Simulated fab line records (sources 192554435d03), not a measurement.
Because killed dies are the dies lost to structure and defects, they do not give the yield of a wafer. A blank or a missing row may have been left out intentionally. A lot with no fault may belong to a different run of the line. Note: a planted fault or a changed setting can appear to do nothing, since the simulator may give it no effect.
Split-lot experiment || flow n5_finfet || 21 wafers read from 7 lots, route of 1938 steps

## ON THE SPLIT
At N5_BEOL_M7_ILD_DEP_00 (deposits SiCOH lowk from DEMS/porogen, target thk 179.75 nm, time 33.4 s), the setting time_s was moved away from the recipe's 33.4 s on 7 of the 21 wafers read, by -9.9% to +11.3%. This setting was run at the recipe's value on the other wafers.

## FROM THE SPLIT ON TO THE READING: in between, the file shows 1 step
- N5_BEOL_M7_CURE_74: cures SiCOH lowk, time 240 s

## THE READING
Values of M7_ILD_THK in nm from N5_BEOL_M7_THK_MEAS_01. Fault-free wafers of this fab line usually give 155.7 nm, standard deviation 2.2 nm.

{"wafer": "L081.2", "tool, chamber at the split": "pecvd-03, 1", "time_s as run, s": 33.4, "against the recipe": "recipe", "M7_ILD_THK, nm": 155.6, "against lot-mates on the recipe": "-"}
{"wafer": "L081.3", "tool, chamber at the split": "pecvd-03, 0", "time_s as run, s": 33.4, "against the recipe": "recipe", "M7_ILD_THK, nm": 158.1, "against lot-mates on the recipe": "-"}
{"wafer": "L081.6", "tool, chamber at the split": "pecvd-03, 1", "time_s as run, s": 33.4, "against the recipe": "recipe", "M7_ILD_THK, nm": 157.4, "against lot-mates on the recipe": "-"}
{"wafer": "L082.2", "tool, chamber at the split": "pecvd-04, 2", "time_s as run, s": 35.78, "against the recipe": "+7.1%", "M7_ILD_THK, nm": 163.0, "against lot-mates on the recipe": "+7.1"}
{"wafer": "L082.3", "tool, chamber at the split": "pecvd-04, 2", "time_s as run, s": 33.4, "against the recipe": "recipe", "M7_ILD_THK, nm": 155.9, "against lot-mates on the recipe": "-"}
{"wafer": "L082.5", "tool, chamber at the split": "pecvd-04, 1", "time_s as run, s": 35.78, "against the recipe": "+7.1%", "M7_ILD_THK, nm": 164.5, "against lot-mates on the recipe": "+8.6"}
{"wafer": "L088.1", "tool, chamber at the split": "pecvd-03, 0", "time_s as run, s": 33.4, "against the recipe": "recipe", "M7_ILD_THK, nm": 156.4, "against lot-mates on the recipe": "-"}
{"wafer": "L088.4", "tool, chamber at the split": "pecvd-03, 0", "time_s as run, s": 33.4, "against the recipe": "recipe", "M7_ILD_THK, nm": 157.8, "against lot-mates on the recipe": "-"}
{"wafer": "L088.5", "tool, chamber at the split": "pecvd-03, 0", "time_s as run, s": 37.19, "against the recipe": "+11.3%", "M7_ILD_THK, nm": 175.4, "against lot-mates on the recipe": "+18.3"}
{"wafer": "L087.1", "tool, chamber at the split": "pecvd-04, 1", "time_s as run, s": 31.35, "against the recipe": "-6.1%", "M7_ILD_THK, nm": 142.9, "against lot-mates on the recipe": -12.5}
{"wafer": "L087.3", "tool, chamber at the split": "pecvd-04, 0", "time_s as run, s": 31.35, "against the recipe": "-6.1%", "M7_ILD_THK, nm": 142.8, "against lot-mates on the recipe": -12.6}
{"wafer": "L087.5", "tool, chamber at the split": "pecvd-04, 2", "time_s as run, s": 33.4, "against the recipe": "recipe", "M7_ILD_THK, nm": 155.4, "against lot-mates on the recipe": "-"}
{"wafer": "L089.3", "tool, chamber at the split": "pecvd-02, 1", "time_s as run, s": 33.4, "against the recipe": "recipe", "M7_ILD_THK, nm": 155.4, "against lot-mates on the recipe": "-"}
{"wafer": "L089.4", "tool, chamber at the split": "pecvd-02, 2", "time_s as run, s": 30.08, "against the recipe": "-9.9%", "M7_ILD_THK, nm": 142.7, "against lot-mates on the recipe": -11.7}
{"wafer": "L089.5", "tool, chamber at the split": "pecvd-02, 0", "time_s as run, s": 33.4, "against the recipe": "recipe", "M7_ILD_THK, nm": 153.3, "against lot-mates on the recipe": "-"}
{"wafer": "L092.2", "tool, chamber at the split": "pecvd-04, 0", "time_s as run, s": 37.17, "against the recipe": "+11.3%", "M7_ILD_THK, nm": 168.2, "against lot-mates on the recipe": "+14.1"}
{"wafer": "L092.5", "tool, chamber at the split": "pecvd-04, 1", "time_s as run, s": 33.4, "against the recipe": "recipe", "M7_ILD_THK, nm": 154.7, "against lot-mates on the recipe": "-"}
{"wafer": "L092.6", "tool, chamber at the split": "pecvd-04, 2", "time_s as run, s": 33.4, "against the recipe": "recipe", "M7_ILD_THK, nm": 153.6, "against lot-mates on the recipe": "-"}
{"wafer": "L096.3", "tool, chamber at the split": "pecvd-03, 2", "time_s as run, s": 33.4, "against the recipe": "recipe", "M7_ILD_THK, nm": 152.2, "against lot-mates on the recipe": "-"}
{"wafer": "L096.4", "tool, chamber at the split": "pecvd-03, 0", "time_s as run, s": 33.4, "against the recipe": "recipe", "M7_ILD_THK, nm": 157.9, "against lot-mates on the recipe": "-"}
{"wafer": "L096.5", "tool, chamber at the split": "pecvd-03, 1", "time_s as run, s": 33.4, "against the recipe": "recipe", "M7_ILD_THK, nm": 155.9, "against lot-mates on the recipe": "-"}

THE FIT
A straight line over all 21 wafers: M7_ILD_THK changes by +1.46 nm for each +1% of time_s; r = +0.96; the points scatter about the line by 2.4 nm.
The same after taking each lot's own level away (the mean of its wafers on the recipe; 21 wafers): +1.42 nm for each +1%; r = +0.97; scatter 2 nm.
According to that fit, moving time_s by its largest amount changes the reading by 16 nm.
From 154.15 to 157.10 nm: that is the span of the lots' own levels, equal to 1.3 times the standard deviation above.
The two slopes are in agreement: the lot-to-lot level therefore moves the slope only a little.
Check: with one of the wafers moved furthest among these (+11.3%) left out of the fit, the line predicts +14.7 nm for it against its lot-mates. Against them it came out at +18.3 nm.

## THE OTHER SPLITS THESE WAFERS WENT THROUGH
Other splits were also applied to these wafers ahead of the reading. Each is held against what the fit with the lots' levels taken away leaves over:
{"other split on the same wafers": "N5_BEOL_M4_COAT_05 spin_rpm", "wafers away from the commonest value": 11, "r with M7_ILD_THK (lot level and that fit taken away)": "+0.31"}
{"other split on the same wafers": "N5_BEOL_M4_ETCH_64 bias_w", "wafers away from the commonest value": 5, "r with M7_ILD_THK (lot level and that fit taken away)": -0.14}
{"other split on the same wafers": "N5_BEOL_M5_COAT_71 spin_rpm", "wafers away from the commonest value": 7, "r with M7_ILD_THK (lot level and that fit taken away)": "+0.35"}
{"other split on the same wafers": "N5_BEOL_M6_ILD_DEP_00 time_s", "wafers away from the commonest value": 7, "r with M7_ILD_THK (lot level and that fit taken away)": -0.01}

## THE WHOLE CHAIN: every reading that the file lists as answering this split, in the file's order
{"step": "N5_BEOL_M7_ILD_DEP_00", "what it does": "deposits SiCOH lowk from DEMS/porogen, target thk 179.75 nm, time 33.4 s", "reading": "SiCOH_lowk_of_BEOL_M7_ILD_DEP_00.thk_nm (the simulator's own value, which no gauge read)", "change (the file's fit)": "+1.6 nm for each +1% of the setting", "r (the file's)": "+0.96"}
{"step": "N5_BEOL_M7_CURE_74", "what it does": "cures SiCOH lowk, time 240 s", "reading": "SiCOH_lowk_of_BEOL_M7_ILD_DEP_00.thk_nm (the simulator's own value, which no gauge read)", "change (the file's fit)": "+1.39 nm for each +1% of the setting", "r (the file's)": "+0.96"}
{"step": "N5_BEOL_M7_THK_MEAS_01", "what it does": "", "reading": "M7_ILD_THK", "change (the file's fit)": "+1.39 for each +1% of the setting", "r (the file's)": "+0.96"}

## FILE'S OWN FIT
M7_ILD_THK changes by +1.39 nm for each +1% of time_s, r = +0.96.
